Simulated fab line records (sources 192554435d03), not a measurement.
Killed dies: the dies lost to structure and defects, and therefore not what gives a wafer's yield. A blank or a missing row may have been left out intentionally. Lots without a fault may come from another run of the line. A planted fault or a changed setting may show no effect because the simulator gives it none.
Chamber matching -- flow n5_finfet -- N5_BEOL_M7_CURE_74 on uv_cure-03: 3 sister chambers
The step cures SiCOH lowk, time 240 s. 6 wafers are shown with their chamber, then 11 later ones without.

WAFERS WITH THEIR CHAMBER
wafer,chamber,wafer_temp_C_max,lamp_power_pct (%)
L075.4,0,386.5,52.34
L075.6,0,386.7,52.32
L078.6,1,386.3,52.28
L081.2,2,386.3,52.26
L081.6,2,386.1,52.14
L083.2,1,386.9,52.28

WAFERS WHOSE CHAMBER IS MISSING
wafer,wafer_temp_C_max,lamp_power_pct (%)
L083.4,386.6,52.20
L083.6,386.5,52.34
L086.1,387.0,52.28
L086.3,386.9,52.29
L086.5,386.4,52.28
L090.3,386.5,52.35
L090.4,386.6,52.40
L090.6,386.3,52.25
L095.2,386.4,52.40
L095.5,387.6,52.35
L095.6,387.0,52.31

WHICH CHAMBER EACH ONE RAN IN
wafer,from the rows above,in truth
L083.4,can't be placed: 2 or 1 or 0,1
L083.6,can't be placed: 0 or 1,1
L086.1,can't be placed: 1 or 0 or 2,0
L086.3,can't be placed: 1 or 0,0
L086.5,can't be placed: 1 or 0 or 2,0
L090.3,can't be placed: 0 or 1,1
L090.4,can't be placed: 0 or 1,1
L090.6,can't be placed: 2 or 1 or 0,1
L095.2,can't be placed: 0 or 1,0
L095.5,can't be placed: 0 or 1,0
L095.6,can't be placed: 0 or 1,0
Correct placement for 0 of the 11. From these rows, 11 cannot be placed; in 11 the true chamber is one of the candidates. Wrongly placed: 0.
How it was worked out, from the rows above alone: a wafer's distance from a chamber is the root of the sum, over the readings, of the square of ((its reading less the chamber's mean) divided by the reading's scatter). The wafer belongs to the nearest chamber; if the next one is less than 2 further off, it can't be placed. Each chamber's mean is taken over the wafers shown for it. How the scatter is found: for the shown wafers, subtract from each reading the mean of its chamber, square and add these, divide the total by (wafers less chambers), then take the root.
